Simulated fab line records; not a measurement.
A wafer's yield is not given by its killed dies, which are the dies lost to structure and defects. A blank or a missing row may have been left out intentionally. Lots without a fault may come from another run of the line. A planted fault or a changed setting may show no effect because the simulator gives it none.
fab line records	flow n5Finfet
record: lots: 24	wafers: 72	lastDay: 20
route steps=1938 shown BEOL_M0_SAQP@654 BEOL_M0@739
lots with no fault: from the same line, run without faults
startH: hours from the record's opening day to when the first of the lot's shown wafers began	waitH: time in hours since the lot's previous step	" unchanged from the row above	L1.1+2: several wafers, shown together as one row	- no value present, or no start provided	* or withheld: withheld	< > ~ a bound
route shown NAME@n: NAME is a module with steps in the file, n the number in the route of the first one	usual: mean/standard deviation taken from wafers without a fault	same: alike in all rows	chamber/n: place in a boat	sites: readings site by site	_std_site: how widely they spread, as a standard deviation	_edge_site: mean of outer sites minus mean of inner sites	radiusMm: for every site, how far away it sits from the centre of the wafer	mask NAME#n: copy n	behind: the last tool/chamber to shape the wafer	hold: what put the lot on hold/how long, in hours/how the hold closed	device: whichever transistor did not switch (one of n, p or np)	end of line: the tests these same wafers got at the end of their route	a step given without rows: its recipe and nothing more	killed: dies lost to structure and defects at the first sort, not the wafer's yield	map: a wafer's dies, x killed, . not, _ none there
set.NAME: the run value of the setting; set.NAME@STEP: its run value at that earlier step	model.NAME: the simulator's own value behind a step, which no gauge read
one table for each step of the route and one row for each wafer, over a sample of lots
services: from which hour (startH, from the record's first day; less than 0 if before it) a tool's chamber was out of use, for how many hours, and why
== steps ==
step: N5_BEOL_M0_SAQP_ETCH_84
recipe: chemistry: N2/H2	target: SOC	targetDepthA: 1000	overetchA: 200	maskMaterial: SiARC	tempC: 40	timeS: 150	ionEnergyEv: 200	pressureMtorr: 30	sourceW: 840	biasW: 150	n2FlowSccm: 200	h2FlowSccm: 200
usual: drypumpMotorCurrentA: 5.9/0.56	n2FlowSccm: 200.1/0.61	oesProductAu: 0.71/0.067	rfVppV: 524.1/2.4	showerheadPlenumPTorr: 2.55/0.084	throttleValvePct: 17.93/0.17
lot.wafer	tool	chamber	startH	waitH	drypumpMotorCurrentA	n2FlowSccm	oesProductAu	rfHoursCounterH	rfVppV	showerheadPlenumPTorr	throttleValvePct
L074.3	rieDiel-03	1	110.46	0.0	6.1	199.9	0.67	135	521.3	2.45	17.58
L074.4	"	3	"	"	5.4	200.6	0.84	15	524.8	2.60	17.82
L074.5	"	3	"	"	5.4	200.2	0.83	-	525.2	2.60	17.82
L076.1	rieDiel-06	0	144.88	0.0	6.4	200.8	0.64	208	526.5	2.62	18.20
L076.4	"	1	"	"	5.2	200.8	0.62	226	526.0	2.61	17.98
L076.6	"	0	"	"	6.4	199.9	0.64	-	525.3	2.62	18.19
L075.2	rieDiel-01	2	145.05	0.0	6.4	199.3	0.86	1	529.2	2.72	18.04
L075.4	"	3	"	"	6.0	200.1	0.59	248	522.1	2.49	18.20
L075.6	"	2	"	"	6.4	199.7	0.86	-	528.4	2.72	18.01
L077.1	rieDiel-03	3	145.25	0.0	5.4	199.3	0.83	22	525.8	2.60	17.82
L077.2	"	1	"	"	6.2	200.0	0.67	142	520.6	2.44	17.60
L077.5	"	1	"	"	6.1	200.1	0.67	-	521.4	2.44	17.58
L078.1	rieDiel-06	0	145.40	0.0	6.5	199.9	0.63	208	526.2	2.62	18.19
L078.3	"	2	"	"	6.4	200.0	0.71	132	521.2	2.45	17.91
L078.4	"	3	"	"	5.2	199.5	0.76	37	524.4	2.59	18.05
L079.1	rieDiel-03	1	153.88	0.0	6.1	200.0	0.67	144	520.0	2.44	17.59
L079.2	"	3	"	"	5.4	200.8	0.82	24	523.7	2.60	17.84
L079.6	"	2	"	"	5.0	200.7	0.69	-	525.7	2.65	17.84
L080.1	rieDiel-03	1	155.64	0.0	6.1	199.7	0.66	145	520.4	2.44	17.60
L080.2	"	2	"	"	5.0	199.8	0.69	132	525.8	2.65	17.84
L080.5	"	1	"	"	6.2	200.0	0.67	-	521.0	2.44	17.59
L081.1	rieDiel-06	2	160.22	0.0	6.4	200.0	0.70	136	521.2	2.45	17.91
L081.3	"	3	"	"	5.2	200.8	0.75	41	523.2	2.59	18.07
L081.4	"	0	"	"	6.4	200.3	0.64	212	525.3	2.62	18.21
L082.3	rieDiel-06	0	166.53	0.0	6.5	199.4	0.64	214	525.9	2.62	18.20
L082.5	"	3	"	"	5.2	200.1	0.75	-	525.2	2.59	18.08
L082.6	"	2	"	"	6.4	199.7	0.70	-	521.5	2.44	17.90
L083.1	rieDiel-01	2	171.32	0.0	6.4	199.6	0.83	12	529.3	2.71	18.03
L083.5	"	2	"	"	6.4	199.4	0.82	-	528.9	2.71	18.04
L083.6	"	1	"	"	6.3	199.8	0.68	-	523.2	2.55	17.84
L084.3	rieDiel-03	0	183.10	0.0	5.5	200.9	0.65	189	523.5	2.52	18.01
L084.5	"	2	"	"	5.0	200.3	0.69	-	525.5	2.65	17.85
L084.6	"	0	"	"	5.5	200.5	0.65	-	522.9	2.52	18.03
L085.3	rieDiel-01	3	186.86	0.0	6.0	199.5	0.86	5	523.0	2.49	17.77
L085.4	"	2	"	"	6.4	200.1	0.81	18	528.1	2.71	18.06
L085.6	"	2	"	"	6.4	200.3	0.80	-	528.7	2.71	18.04
L086.2	rieDiel-06	2	194.81	0.0	6.4	200.3	0.70	145	520.5	2.44	17.92
L086.3	"	1	"	"	5.2	199.7	0.61	240	525.6	2.61	18.00
L086.6	"	0	"	"	6.4	200.2	0.63	-	526.5	2.62	18.22
L087.3	rieDiel-03	3	198.47	0.0	5.4	199.0	0.79	42	525.2	2.59	17.87
L087.4	"	2	"	"	5.0	199.2	0.68	149	525.1	2.65	17.87
L087.6	"	2	"	"	5.0	199.7	0.69	-	527.9	2.65	17.86
L088.3	rieDiel-06	2	201.61	0.0	6.4	199.2	0.69	149	522.1	2.44	17.92
L088.5	"	2	"	"	6.4	199.8	0.69	-	521.6	2.44	17.94
L088.6	"	3	"	"	5.2	199.1	0.74	-	524.9	2.58	18.08
L089.2	rieDiel-03	2	211.16	0.0	5.0	200.1	0.68	154	526.6	2.64	17.87
L089.4	"	3	"	"	5.3	200.6	0.78	46	524.1	2.59	17.87
L089.5	"	0	"	"	5.6	200.4	0.65	-	523.8	2.52	18.05
L090.2	rieDiel-01	3	213.47	0.0	6.0	200.7	0.84	15	523.2	2.49	17.79
L090.4	"	2	"	"	6.5	200.0	0.78	28	529.5	2.71	18.07
L090.5	"	1	"	"	6.3	199.5	0.67	-	523.3	2.54	17.86
L091.1	rieDiel-03	2	220.76	0.0	5.0	199.3	0.67	157	526.0	2.64	17.88
L091.3	"	0	"	"	5.5	201.4	0.64	204	523.8	2.52	18.05
L091.4	"	3	"	"	5.4	201.2	0.78	49	525.7	2.59	17.88
L092.2	rieDiel-03	0	223.89	0.0	5.6	200.1	0.65	205	523.3	2.51	18.05
L092.3	"	1	"	"	6.1	200.4	0.65	163	519.6	2.43	17.61
L092.4	"	2	"	"	5.0	199.6	0.68	158	526.9	2.64	17.88
L093.3	rieDiel-01	3	235.08	0.0	6.0	200.3	0.82	22	522.4	2.48	17.82
L093.5	"	3	"	"	6.1	200.7	0.82	-	523.9	2.48	17.80
L093.6	"	0	"	"	6.6	199.5	0.70	-	523.4	2.45	18.14
L095.1	rieDiel-01	1	242.96	0.0	6.3	199.1	0.66	161	523.8	2.54	17.86
L095.4	"	2	"	"	6.4	199.6	0.77	38	528.0	2.70	18.10
L095.6	"	1	"	"	6.3	199.8	0.67	-	524.1	2.54	17.86
L097.1	rieDiel-01	3	247.14	0.0	6.0	199.3	0.81	24	522.3	2.48	17.81
L097.2	"	1	"	"	6.3	199.5	0.66	162	523.8	2.54	17.85
L097.6	"	1	"	"	6.3	199.7	0.67	-	523.3	2.54	17.86
L096.1	rieDiel-03	2	250.03	0.0	5.0	200.9	0.67	166	527.4	2.64	17.90
L096.3	"	3	"	"	5.4	200.3	0.77	60	526.5	2.58	17.90
L096.6	"	1	"	"	6.1	201.0	0.65	-	520.5	2.43	17.64
L094.1	rieDiel-01	3	252.78	0.0	6.0	200.2	0.81	27	522.5	2.48	17.82
L094.2	"	1	"	"	6.3	199.8	0.67	165	523.7	2.53	17.88
L094.6	"	0	"	"	6.6	200.4	0.70	-	523.0	2.45	18.14
step: N5_BEOL_M0_SAQP_MANDREL1_REMOVE_100
recipe: chemistry: HBr/Cl2/O2	btTimeS: 10	target: a-Si	stopOn: SiNx	endpoint: OES-SiCl	overEtchFrac: 0.85	icpW: 600	biasW: 30	HBr_flow_sccm: 150	Cl2_flow_sccm: 80	O2_flow_sccm: 5	pressureMtorr: 10
usual: drypumpMotorCurrentA: 5.8/0.39	oesProductAu: 1.001/0.017	throttleValvePct: 36.79/0.24
lot.wafer	tool	chamber	startH	waitH	drypumpMotorCurrentA	oesProductAu	rfHoursCounterH	throttleValvePct
L074.3	rieSi-05	2	111.86	0.1	5.6	1.024	27	37.17
L074.4	"	3	"	"	5.5	0.992	104	36.34
L074.5	"	1	"	"	5.0	0.981	-	36.87
L076.1	rieSi-04	2	146.37	0.1	5.9	0.980	70	36.89
L076.4	"	0	"	"	6.1	1.028	111	37.07
L076.6	"	0	"	"	6.1	1.014	-	37.08
L075.2	rieSi-05	2	146.66	0.1	5.6	1.020	27	37.16
L075.4	"	1	"	"	5.0	0.982	90	36.88
L075.6	"	3	"	"	5.5	0.997	-	36.34
L077.1	rieSi-04	3	146.83	0.1	6.3	1.012	144	36.87
L077.2	"	0	"	"	6.1	1.021	111	37.08
L077.5	"	3	"	"	6.2	1.012	-	36.85
L078.1	rieSi-06	2	147.07	0.1	5.2	0.981	99	36.63
L078.3	"	1	"	"	5.6	1.022	170	36.47
L078.4	"	3	"	"	5.7	1.016	99	36.67
L079.1	rieSi-04	0	155.85	0.1	6.1	1.000	111	37.08
L079.2	"	1	"	"	6.2	0.990	168	36.79
L079.6	"	2	"	"	5.9	0.981	-	36.89
L080.1	rieSi-05	2	157.27	0.1	5.6	1.022	27	37.17
L080.2	"	1	"	"	5.0	0.965	91	36.86
L080.5	"	3	"	"	5.5	0.995	-	36.34
L081.1	rieSi-04	1	161.63	0.1	6.2	0.988	168	36.78
L081.3	"	0	"	"	6.2	1.008	112	37.09
L081.4	"	3	"	"	6.3	1.008	145	36.87
L082.3	rieSi-06	1	167.89	0.1	5.6	1.003	170	36.47
L082.5	"	0	"	"	5.9	0.998	-	36.55
L082.6	"	3	"	"	5.7	1.009	-	36.67
L083.1	rieSi-04	1	172.74	0.1	6.2	0.984	168	36.78
L083.5	"	2	"	"	5.9	0.975	-	36.89
L083.6	"	0	"	"	6.1	1.002	-	37.07
L084.3	rieSi-05	0	185.58	0.1	6.2	1.014	2	36.80
L084.5	"	2	"	"	5.6	1.023	-	37.17
L084.6	"	1	"	"	5.0	0.980	-	36.86
L085.3	rieSi-05	1	188.59	0.1	5.0	0.975	91	36.89
L085.4	"	3	"	"	5.5	0.991	105	36.33
L085.6	"	0	"	"	6.1	1.019	-	36.80
L086.2	rieSi-04	1	196.51	0.1	6.2	0.988	169	36.79
L086.3	"	0	"	"	6.1	1.009	112	37.09
L086.6	"	0	"	"	6.1	1.012	-	37.09
L087.3	rieSi-04	1	200.57	0.1	6.1	0.988	169	36.79
L087.4	"	2	"	"	5.9	0.988	71	36.89
L087.6	"	2	"	"	5.9	0.984	-	36.89
L088.3	rieSi-05	2	203.11	0.1	5.6	1.023	28	37.17
L088.5	"	2	"	"	5.6	1.018	-	37.18
L088.6	"	3	"	"	5.5	0.993	-	36.34
L089.2	rieSi-06	0	212.54	0.1	5.9	1.012	164	36.56
L089.4	"	1	"	"	5.6	1.008	-	36.47
L089.5	"	0	"	"	5.9	1.005	-	36.55
L090.2	rieSi-05	3	215.27	0.1	5.5	0.997	106	36.33
L090.4	"	0	"	"	6.2	1.018	3	36.79
L090.5	"	1	"	"	5.0	0.966	-	36.88
L091.1	rieSi-05	3	222.95	0.1	5.5	1.003	106	36.32
L091.3	"	2	"	"	5.6	1.036	29	37.17
L091.4	"	0	"	"	6.1	1.024	3	36.80
L092.2	rieSi-05	0	226.13	0.1	6.2	1.022	3	36.80
L092.3	"	1	"	"	5.0	0.971	92	36.88
L092.4	"	3	"	"	5.5	0.997	106	36.34
L093.3	rieSi-06	1	236.45	0.1	5.6	1.018	172	36.48
L093.5	"	0	"	"	5.9	1.006	-	36.56
L093.6	"	3	"	"	5.7	1.013	-	36.67
L095.1	rieSi-05	0	244.33	0.1	6.1	1.022	3	36.79
L095.4	"	1	"	"	5.0	0.990	92	36.86
L095.6	"	2	"	"	5.6	1.030	-	37.17
L097.1	rieSi-06	0	248.54	0.1	5.9	0.986	164	36.56
L097.2	"	1	"	"	5.5	1.014	172	36.48
L097.6	"	1	"	"	5.6	1.024	-	36.49
L096.1	rieSi-04	0	251.56	0.1	6.1	1.006	113	37.11
L096.3	"	2	"	"	5.9	0.983	72	36.86
L096.6	"	0	"	"	6.1	1.004	-	37.08
L094.1	rieSi-04	1	254.15	0.1	6.2	0.990	170	36.78
L094.2	"	2	"	"	5.9	0.977	72	36.90
L094.6	"	0	"	"	6.1	1.025	-	37.08
step: N5_BEOL_M0_SAQP_ETCH_106
recipe: chemistry: N2/H2	target: SOC	targetDepthA: 1500	stopOn: SiNx	ionEnergyEv: 100	biasW: 61	pressureMtorr: 30	sourceW: 850	n2FlowSccm: 200	h2FlowSccm: 200
usual: drypumpMotorCurrentA: 6.0/0.55	n2FlowSccm: 200.1/0.61	oesProductAu: 0.78/0.079	rfVppV: 240.9/1.4	showerheadPlenumPTorr: 2.56/0.089	throttleValvePct: 17.95/0.17
lot.wafer	tool	chamber	startH	waitH	drypumpMotorCurrentA	n2FlowSccm	oesProductAu	rfHoursCounterH	rfVppV	showerheadPlenumPTorr	throttleValvePct
L074.3	rieDiel-06	3	113.01	-	5.2	200.1	0.85	32	240.7	2.59	18.06
L074.4	"	2	"	"	6.4	200.1	0.79	125	239.8	2.45	17.90
L074.5	"	3	"	"	5.2	199.8	0.85	-	241.7	2.59	18.04
L076.1	rieDiel-03	2	147.30	-	5.0	200.4	0.77	130	242.5	2.65	17.83
L076.4	"	3	"	"	5.4	199.5	0.91	23	242.8	2.60	17.82
L076.6	"	2	"	"	5.0	199.5	0.77	-	243.0	2.65	17.82
L075.2	rieDiel-03	2	147.48	-	5.0	199.9	0.77	130	242.1	2.65	17.82
L075.4	"	1	"	"	6.1	200.1	0.74	143	238.7	2.44	17.57
L075.6	"	2	"	"	5.0	198.3	0.77	-	241.3	2.65	17.81
L077.1	rieDiel-01	3	147.72	-	6.0	199.2	0.66	249	239.5	2.49	18.20
L077.2	"	2	"	"	6.4	199.9	0.94	3	241.9	2.72	18.01
L077.5	"	1	"	"	6.3	200.0	0.76	-	240.8	2.55	17.80
L078.1	rieDiel-01	1	148.03	-	6.3	201.6	0.77	125	240.8	2.55	17.78
L078.3	"	3	"	"	6.0	200.3	0.66	249	240.1	2.49	18.21
L078.4	"	0	"	"	6.6	199.9	0.81	76	240.0	2.47	18.07
L079.1	rieDiel-01	1	157.04	-	6.3	200.3	0.77	128	240.2	2.55	17.78
L079.2	"	2	"	"	6.4	200.0	0.93	6	241.7	2.72	18.02
L079.6	"	1	"	"	6.3	200.0	0.76	-	241.7	2.55	17.79
L080.1	rieDiel-01	0	158.09	-	6.7	199.6	0.81	79	240.3	2.47	18.07
L080.2	"	1	"	"	6.3	201.0	0.76	128	241.2	2.55	17.79
L080.5	"	2	"	"	6.4	199.9	0.92	-	244.1	2.72	18.02
L081.1	rieDiel-01	0	162.54	-	6.6	200.3	0.79	81	238.7	2.46	18.07
L081.3	"	2	"	"	6.4	199.8	0.92	8	244.8	2.72	18.03
L081.4	"	1	"	"	6.3	200.1	0.76	-	241.0	2.55	17.80
L082.3	rieDiel-01	2	168.71	-	6.4	199.4	0.91	11	241.6	2.71	18.03
L082.5	"	1	"	"	6.3	199.5	0.76	-	240.5	2.55	17.79
L082.6	"	0	"	"	6.6	200.0	0.80	-	240.8	2.46	18.07
L083.1	rieDiel-06	0	173.61	-	6.4	200.4	0.70	216	241.6	2.62	18.19
L083.5	"	2	"	"	6.5	199.9	0.78	-	240.4	2.44	17.91
L083.6	"	1	"	"	5.2	200.1	0.68	-	242.2	2.61	17.97
L084.3	rieDiel-06	2	186.40	-	6.4	199.7	0.77	143	238.7	2.44	17.93
L084.5	"	2	"	"	6.4	200.2	0.78	-	238.8	2.44	17.91
L084.6	"	1	"	"	5.2	199.4	0.68	-	241.7	2.61	17.98
L085.3	rieDiel-06	3	189.73	-	5.2	199.7	0.83	49	240.7	2.58	18.07
L085.4	"	2	"	"	6.4	199.2	0.77	143	238.9	2.44	17.91
L085.6	"	1	"	"	5.2	200.2	0.67	-	241.2	2.61	17.98
L086.2	rieDiel-06	3	197.41	-	5.2	198.9	0.82	51	241.8	2.58	18.09
L086.3	"	0	"	"	6.4	200.7	0.70	222	241.9	2.62	18.21
L086.6	"	0	"	"	6.4	199.5	0.70	-	242.4	2.62	18.22
L087.3	rieDiel-01	1	201.43	-	6.3	201.0	0.75	145	239.8	2.54	17.81
L087.4	"	0	"	"	6.6	200.5	0.79	95	239.6	2.46	18.11
L087.6	"	2	"	"	6.4	200.6	0.89	-	243.9	2.71	18.07
L088.3	rieDiel-01	3	203.93	-	6.0	200.2	0.93	11	241.5	2.49	17.79
L088.5	"	2	"	"	6.4	199.2	0.89	-	242.3	2.71	18.05
L088.6	"	1	"	"	6.3	200.6	0.74	-	241.0	2.54	17.81
L089.2	rieDiel-06	0	213.75	-	6.4	201.0	0.70	226	243.0	2.62	18.22
L089.4	"	2	"	"	6.4	200.4	0.77	154	240.6	2.44	17.93
L089.5	"	3	"	"	5.2	200.6	0.81	-	242.6	2.58	18.09
L090.2	rieDiel-01	2	216.08	-	6.4	200.0	0.87	29	242.6	2.71	18.06
L090.4	"	0	"	"	6.6	199.4	0.78	100	238.0	2.46	18.11
L090.5	"	1	"	"	6.3	199.3	0.74	-	241.0	2.54	17.83
L091.1	rieDiel-03	0	224.05	-	5.6	199.7	0.71	205	238.3	2.51	18.05
L091.3	"	2	"	"	5.0	199.1	0.75	158	241.3	2.64	17.89
L091.4	"	3	"	"	5.4	199.5	0.86	51	243.0	2.59	17.86
L092.2	rieDiel-03	1	226.95	-	6.1	199.6	0.72	164	237.8	2.43	17.62
L092.3	"	3	"	"	5.4	199.9	0.86	52	241.7	2.59	17.88
L092.4	"	0	"	"	5.6	199.3	0.71	206	240.7	2.51	18.04
L093.3	rieDiel-06	0	237.27	-	6.4	200.6	0.69	236	240.8	2.61	18.24
L093.5	"	3	"	"	5.2	200.0	0.80	-	242.1	2.58	18.10
L093.6	"	2	"	"	6.4	200.4	0.75	-	238.2	2.43	17.94
L095.1	rieDiel-06	2	246.61	-	6.4	200.1	0.75	166	241.2	2.43	17.94
L095.4	"	0	"	"	6.5	200.3	0.69	239	241.3	2.61	18.22
L095.6	"	0	"	"	6.4	200.0	0.69	-	240.4	2.61	18.22
L097.1	rieDiel-03	3	249.36	-	5.4	200.3	0.84	59	239.9	2.58	17.88
L097.2	"	0	"	"	5.6	200.3	0.69	213	240.0	2.51	18.07
L097.6	"	1	"	"	6.2	199.7	0.72	-	239.6	2.43	17.61
L096.1	rieDiel-03	0	252.76	-	5.6	200.1	0.70	215	239.8	2.51	18.06
L096.3	"	1	"	"	6.1	199.6	0.72	171	237.5	2.43	17.62
L096.6	"	0	"	"	5.6	199.6	0.70	-	241.5	2.51	18.07
L094.1	rieDiel-03	2	256.09	-	5.0	200.0	0.73	168	242.2	2.64	17.89
L094.2	"	1	"	"	6.1	200.9	0.72	172	239.8	2.43	17.63
L094.6	"	0	"	"	5.6	199.8	0.70	-	240.3	2.51	18.06
step: N5_BEOL_M0_SAQP_CD_MEAS_29
recipe: targetCdNm: 14.4	landingEnergyEv: 1000	detector: seInlens
usual: cdNm: 15.05/0.23
lot.wafer	tool	chamber	startH	waitH	cdNm
L074.3	cdSem-02	0	114.16	0.1	14.95
L074.4	"	0	"	"	14.95
L074.5	"	0	"	"	15.05
L076.1	cdSem-01	0	148.35	0.1	15.61
L076.4	"	0	"	"	15.19
L076.6	"	0	"	"	15.06
L075.2	cdSem-01	0	148.54	0.1	15.07
L075.4	"	0	"	"	15.08
L075.6	"	0	"	"	14.97
L077.1	cdSem-02	0	148.97	0.1	14.88
L077.2	"	0	"	"	15.23
L077.5	"	0	"	"	15.26
L078.1	cdSem-01	0	149.09	0.1	15.26
L078.3	"	0	"	"	14.66
L078.4	"	0	"	"	14.75
L079.1	cdSem-03	0	158.13	0.1	14.98
L079.2	"	0	"	"	15.18
L079.6	"	0	"	"	15.15
L080.1	cdSem-03	0	160.76	0.1	15.15
L080.2	"	0	"	"	15.22
L080.5	"	0	"	"	14.99
L081.1	cdSem-03	0	163.67	0.1	15.13
L081.3	"	0	"	"	14.85
L081.4	"	0	"	"	15.08
L082.3	cdSem-01	0	169.76	0.1	14.85
L082.5	"	0	"	"	15.14
L082.6	"	0	"	"	15.02
L083.1	cdSem-03	0	174.68	0.1	14.64
L083.5	"	0	"	"	14.49
L083.6	"	0	"	"	14.80
L084.3	cdSem-02	0	187.67	0.1	15.10
L084.5	"	0	"	"	14.93
L084.6	"	0	"	"	15.10
L085.3	cdSem-01	0	191.14	0.1	15.48
L085.4	"	0	"	"	15.34
L085.6	"	0	"	"	14.95
L086.2	cdSem-03	0	198.51	0.1	15.07
L086.3	"	0	"	"	15.41
L086.6	"	0	"	"	14.85
L087.3	cdSem-02	0	202.48	0.1	14.67
L087.4	"	0	"	"	14.84
L087.6	"	0	"	"	15.05
L088.3	cdSem-03	0	204.99	0.1	15.00
L088.5	"	0	"	"	14.90
L088.6	"	0	"	"	14.91
L089.2	cdSem-02	0	215.35	0.1	15.05
L089.4	"	0	"	"	15.00
L089.5	"	0	"	"	14.94
L090.2	cdSem-01	0	217.13	0.1	14.89
L090.4	"	0	"	"	15.17
L090.5	"	0	"	"	15.32
L091.1	cdSem-03	0	225.14	0.1	15.11
L091.3	"	0	"	"	14.80
L091.4	"	0	"	"	14.99
L092.2	cdSem-02	0	228.70	0.1	14.92
L092.3	"	0	"	"	14.83
L092.4	"	0	"	"	15.13
L093.3	cdSem-01	0	238.32	0.1	15.28
L093.5	"	0	"	"	14.84
L093.6	"	0	"	"	15.20
L095.1	cdSem-03	0	247.92	0.1	15.41
L095.4	"	0	"	"	15.04
L095.6	"	0	"	"	15.24
L097.1	cdSem-02	0	250.52	0.1	15.17
L097.2	"	0	"	"	14.53
L097.6	"	0	"	"	14.88
L096.1	cdSem-01	0	253.82	0.1	14.68
L096.3	"	0	"	"	15.00
L096.6	"	0	"	"	15.18
L094.1	cdSem-02	0	258.33	0.1	15.24
L094.2	"	0	"	"	15.09
L094.6	"	0	"	"	15.05
step: N5_BEOL_M0_ANNEAL_135
recipe: tempC: 400	timeS: 60	ambient: vacuum
usual: heaterPowerW: 832/76	susceptor_temp_C_max: 401.1/0.41
lot.wafer	tool	chamber	startH	waitH	heaterPowerW	susceptor_temp_C_max
L074.3	pvdSputter-03	-	125.06	0.0	900	400.9
L074.4	"	-	"	"	745	401.1
L074.5	"	-	"	"	739	400.6
L076.1	pvdSputter-03	-	155.17	0.0	753	401.6
L076.4	"	-	"	"	896	400.6
L076.6	"	-	"	"	732	400.9
L078.1	pvdSputter-03	-	155.83	0.0	920	401.1
L078.3	"	-	"	"	721	402.2
L078.4	"	-	"	"	911	400.7
L077.1	pvdSputter-01	-	156.51	0.0	943	401.5
L077.2	"	-	"	"	740	401.4
L077.5	"	-	"	"	921	401.2
L075.2	pvdSputter-01	-	157.15	0.0	908	401.3
L075.4	"	-	"	"	835	400.8
L075.6	"	-	"	"	722	401.6
L079.1	pvdSputter-01	-	164.23	0.0	934	401.3
L079.2	"	-	"	"	729	401.5
L079.6	"	-	"	"	719	401.5
L080.1	pvdSputter-03	-	166.66	0.0	881	400.7
L080.2	"	-	"	"	743	401.9
L080.5	"	-	"	"	886	400.7
L081.1	pvdSputter-02	-	171.60	0.0	840	400.9
L081.3	"	-	"	"	776	400.8
L081.4	"	-	"	"	897	401.4
L082.3	pvdSputter-03	-	174.77	0.0	729	401.4
L082.5	"	-	"	"	757	401.8
L082.6	"	-	"	"	855	401.4
L083.1	pvdSputter-01	-	181.86	0.0	917	401.1
L083.5	"	-	"	"	931	400.6
L083.6	"	-	"	"	837	401.2
L084.3	pvdSputter-02	-	194.64	0.0	765	400.9
L084.5	"	-	"	"	883	400.8
L084.6	"	-	"	"	774	401.2
L085.3	pvdSputter-01	-	198.43	0.0	831	401.1
L085.4	"	-	"	"	929	401.3
L085.6	"	-	"	"	704	400.9
L086.2	pvdSputter-02	-	206.56	0.0	865	401.2
L086.3	"	-	"	"	768	401.3
L086.6	"	-	"	"	843	401.0
L087.3	pvdSputter-01	-	207.84	0.0	932	400.3
L087.4	"	-	"	"	927	401.2
L087.6	"	-	"	"	919	401.2
L088.3	pvdSputter-03	-	214.41	0.0	750	401.8
L088.5	"	-	"	"	740	401.5
L088.6	"	-	"	"	909	400.6
L089.2	pvdSputter-01	-	221.10	0.0	943	401.1
L089.4	"	-	"	"	811	401.0
L089.5	"	-	"	"	735	401.5
L090.2	pvdSputter-01	-	225.10	0.0	925	401.1
L090.4	"	-	"	"	733	402.1
L090.5	"	-	"	"	928	401.5
L091.1	pvdSputter-01	-	230.69	0.0	852	400.7
L091.3	"	-	"	"	965	400.7
L091.4	"	-	"	"	726	401.4
L092.2	pvdSputter-02	-	237.56	0.0	859	401.1
L092.3	"	-	"	"	762	401.0
L092.4	"	-	"	"	827	401.0
L093.3	pvdSputter-03	-	246.21	0.0	891	401.1
L093.5	"	-	"	"	908	400.8
L093.6	"	-	"	"	735	401.0
L095.1	pvdSputter-02	-	258.49	0.0	875	401.1
L095.4	"	-	"	"	819	400.5
L095.6	"	-	"	"	839	401.1
L097.1	pvdSputter-03	-	258.50	0.0	909	401.0
L097.2	"	-	"	"	880	400.2
L097.6	"	-	"	"	904	400.8
L096.1	pvdSputter-03	-	259.91	0.0	907	400.9
L096.3	"	-	"	"	893	400.9
L096.6	"	-	"	"	750	401.2
L094.1	pvdSputter-01	-	268.17	0.0	917	401.4
L094.2	"	-	"	"	729	401.2
L094.6	"	-	"	"	933	400.8
step: N5_BEOL_M0_INSPECT_127
recipe: inspectInstrument: darkfield	mode: postDep
usual: rawDefectCount: 69/24
lot.wafer	tool	chamber	startH	waitH	rawDefectCount
L074.3	defectInspect-02	-	126.23	0.0	101
L074.4	"	-	"	"	72
L074.5	"	-	"	"	64
L076.1	defectInspect-02	-	156.31	0.0	63
L076.4	"	-	"	"	38
L076.6	"	-	"	"	65
L078.1	defectInspect-02	-	157.01	0.0	74
L078.3	"	-	"	"	52
L078.4	"	-	"	"	52
L077.1	defectInspect-02	-	157.63	0.0	88
L077.2	"	-	"	"	103
L077.5	"	-	"	"	79
L075.2	defectInspect-01	-	158.29	0.0	132
L075.4	"	-	"	"	91
L075.6	"	-	"	"	97
L079.1	defectInspect-02	-	165.35	0.0	65
L079.2	"	-	"	"	33
L079.6	"	-	"	"	46
L080.1	defectInspect-01	-	168.28	0.0	27
L080.2	"	-	"	"	37
L080.5	"	-	"	"	60
L081.1	defectInspect-01	-	172.83	0.0	44
L081.3	"	-	"	"	60
L081.4	"	-	"	"	71
L082.3	defectInspect-02	-	175.90	0.0	52
L082.5	"	-	"	"	43
L082.6	"	-	"	"	92
L083.1	defectInspect-02	-	183.04	0.0	48
L083.5	"	-	"	"	76
L083.6	"	-	"	"	80
L084.3	defectInspect-01	-	195.77	0.0	92
L084.5	"	-	"	"	80
L084.6	"	-	"	"	58
L085.3	defectInspect-02	-	199.80	0.0	72
L085.4	"	-	"	"	68
L085.6	"	-	"	"	73
L086.2	defectInspect-02	-	208.87	0.0	60
L086.3	"	-	"	"	69
L086.6	"	-	"	"	65
L087.3	defectInspect-01	-	209.57	0.0	68
L087.4	"	-	"	"	75
L087.6	"	-	"	"	60
L088.3	defectInspect-02	-	216.67	0.0	89
L088.5	"	-	"	"	78
L088.6	"	-	"	"	60
L089.2	defectInspect-01	-	222.22	0.0	36
L089.4	"	-	"	"	82
L089.5	"	-	"	"	46
L090.2	defectInspect-01	-	226.21	0.0	80
L090.4	"	-	"	"	97
L090.5	"	-	"	"	151
L091.1	defectInspect-02	-	231.93	0.0	76
L091.3	"	-	"	"	75
L091.4	"	-	"	"	62
L092.2	defectInspect-01	-	238.68	0.0	63
L092.3	"	-	"	"	73
L092.4	"	-	"	"	65
L093.3	defectInspect-02	-	247.45	0.0	54
L093.5	"	-	"	"	43
L093.6	"	-	"	"	60
L095.1	defectInspect-02	-	259.60	0.0	44
L095.4	"	-	"	"	94
L095.6	"	-	"	"	39
L097.1	defectInspect-02	-	259.79	0.0	104
L097.2	"	-	"	"	131
L097.6	"	-	"	"	138
L096.1	defectInspect-01	-	261.03	0.0	50
L096.3	"	-	"	"	66
L096.6	"	-	"	"	65
L094.1	defectInspect-01	-	269.50	0.0	40
L094.2	"	-	"	"	46
L094.6	"	-	"	"	124
== services ==
tool	chamber	startH	hours	kind
rieSi-05	-	104.94	1.8	repair
pvdSputter-01	-	106.85	4.6	repair
rieDiel-01	2	108.89	-	clean
rieDiel-01	2	108.89	-	consumableReplace:focusRing
rieDiel-01	2	108.89	-	consumableReplace:showerhead
rieDiel-01	2	108.89	24.0	scheduledDown
rieDiel-01	2	108.89	24.0	ventCycle
rieSi-06	-	109.83	2.8	pm
pvdSputter-03	-	118.44	0.6	repair
pvdSputter-02	-	143.09	2.5	repair
rieSi-05	2	152.34	3.8	repair
rieDiel-01	3	154.08	-	clean
rieDiel-01	3	154.08	-	consumableReplace:focusRing
rieDiel-01	3	154.08	18.9	scheduledDown
rieDiel-01	3	154.08	18.9	ventCycle
rieSi-04	3	168.94	7.1	repair
rieDiel-03	1	174.81	17.2	repair
rieDiel-06	0	198.08	6.2	repair
rieSi-06	3	208.37	5.2	repair
rieDiel-06	1	221.29	-	clean
rieDiel-06	1	221.29	-	consumableReplace:esc
rieDiel-01	2	247.05	9.9	repair
rieSi-06	-	255.66	0.1	repair
rieSi-04	-	260.84	14.6	pm
== key ==
fault none
